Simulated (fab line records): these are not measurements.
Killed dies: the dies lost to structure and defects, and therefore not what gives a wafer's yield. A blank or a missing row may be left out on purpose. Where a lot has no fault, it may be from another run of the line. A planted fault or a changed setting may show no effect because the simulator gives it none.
Split-lot trial | flow n5-finfet | route with 1938 steps; 7 lots, 21 wafers read

## THE SPLIT ITSELF
At N5_BEOL_M0_CUTY_EXPOSE_54 (exposes mask M0 ABLK), the setting dose-mj was moved away from the recipe's 36 on 9 of the 21 wafers read, by -6.9% to +4.9%. For the rest of the wafers, this setting stayed at what the recipe calls for.

## FROM THE SPLIT TO THE READING: what the file shows between them, 2 steps
- N5_BEOL_M0_CUTY_PEB_55: peb time 60 s
- N5_BEOL_M0_CUTY_DEVELOP_56: develop time 30 s

## THE READING
cd-nm, in nm, at N5_BEOL_M0_CUTY_CD_MEAS_57 (target cd 200 nm). On this fab line, fault-free wafers typically give 200.0 nm with a standard deviation of 0.91 nm.

wafer  | tool, chamber at the split | dose-mj as run | against the recipe | cd-nm, nm | against lot-mates on the recipe
L076.2 | arfi-scanner-01, 0         | 36             | recipe             | 201.2     | -
L076.3 | arfi-scanner-01, 0         | 33.5           | -6.9%              | 204.2     | +3.0
L076.5 | arfi-scanner-01, 0         | 33.5           | -6.9%              | 203.7     | +2.5
L078.1 | arfi-scanner-01, 0         | 36             | recipe             | 199.7     | -
L078.2 | arfi-scanner-01, 0         | 36.69          | +1.9%              | 198.2     | -1.5
L078.6 | arfi-scanner-01, 0         | 36.69          | +1.9%              | 198.3     | -1.4
L082.2 | arfi-scanner-01, 0         | 36             | recipe             | 200.3     | -
L082.3 | arfi-scanner-01, 0         | 36             | recipe             | 200.9     | -
L082.4 | arfi-scanner-01, 0         | 36             | recipe             | 199.8     | -
L083.1 | arfi-scanner-01, 0         | 36             | recipe             | 200.9     | -
L083.2 | arfi-scanner-01, 0         | 36             | recipe             | 201.7     | -
L083.5 | arfi-scanner-01, 0         | 35.21          | -2.2%              | 201.8     | +0.5
L085.1 | arfi-scanner-03, 0         | 36             | recipe             | 199.7     | -
L085.2 | arfi-scanner-03, 0         | 34.11          | -5.2%              | 203.6     | +3.9
L085.5 | arfi-scanner-03, 0         | 34.11          | -5.2%              | 203.0     | +3.3
L090.1 | arfi-scanner-01, 0         | 36             | recipe             | 199.7     | -
L090.5 | arfi-scanner-01, 0         | 36             | recipe             | 199.3     | -
L090.6 | arfi-scanner-01, 0         | 34.28          | -4.8%              | 203.1     | +3.6
L093.1 | arfi-scanner-01, 0         | 36             | recipe             | 199.7     | -
L093.3 | arfi-scanner-01, 0         | 36             | recipe             | 199.4     | -
L093.5 | arfi-scanner-01, 0         | 37.75          | +4.9%              | 195.8     | -3.8

THE FIT
A straight line over all 21 wafers: cd-nm changes by -0.648 nm for each +1% of dose-mj; r = -0.94; the points scatter about the line by 0.72 nm.
The same after taking each lot's own level away (the mean of its wafers on the recipe; 21 wafers): -0.577 nm for each +1%; r = -0.95; scatter 0.62 nm.
The reading moves by 4 nm for the largest change in dose-mj, on that fit.
Measured against the standard deviation above, the lots' own levels, which go from 199.50 to 201.30 nm, span 2.0 times it.
Hence the slope depends on the lot-to-lot level, as the two fits are not the same.
Check: +4.13 nm against its lot-mates is what the line predicts for one of the wafers moved furthest among these (-6.9%) when that wafer is left out of the fit. It came out at +3 nm against them.

## ADDITIONAL SPLITS CARRIED BY THESE WAFERS
These wafers also went through other splits before the reading. Each is held against what the fit with the lots' levels taken away leaves over:
other split on the same wafers        | wafers away from the commonest value | r with cd-nm (lot level and that fit taken away)
N5_MOL_CONTACT_COAG_EXPOSE_37 dose-mj | 7                                    | -0.21

## THE WHOLE CHAIN: every reading that the file lists as answering this split, in the file's order
step                       | what it does                                                            | reading                                                                    | change (the file's fit)               | r (the file's)
N5_BEOL_M0_CUTY_CD_MEAS_57 | target cd 200 nm                                                        | cd-nm                                                                      | -0.593 nm for each +1% of the setting | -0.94
N5_BEOL_M0_CUTY_ETCH_62    | etches SiARC in CF4, time 58.5 s                                        | BEOL_M0_CUTY.cd-offset-nm (the simulator's own value, which no gauge read) | -0.617 nm for each +1% of the setting | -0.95
N5_BEOL_M0_CUTY_ETCH_63    | etches SOC in N2/H2, target depth 82.7 nm, overetch 16.5 nm, time 124 s | BEOL_M0_CUTY.cd-offset-nm (the simulator's own value, which no gauge read) | -0.626 nm for each +1% of the setting | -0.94

## THE FILE'S OWN FIT
cd-nm changes by -0.593 nm for each +1% of dose-mj, r = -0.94.
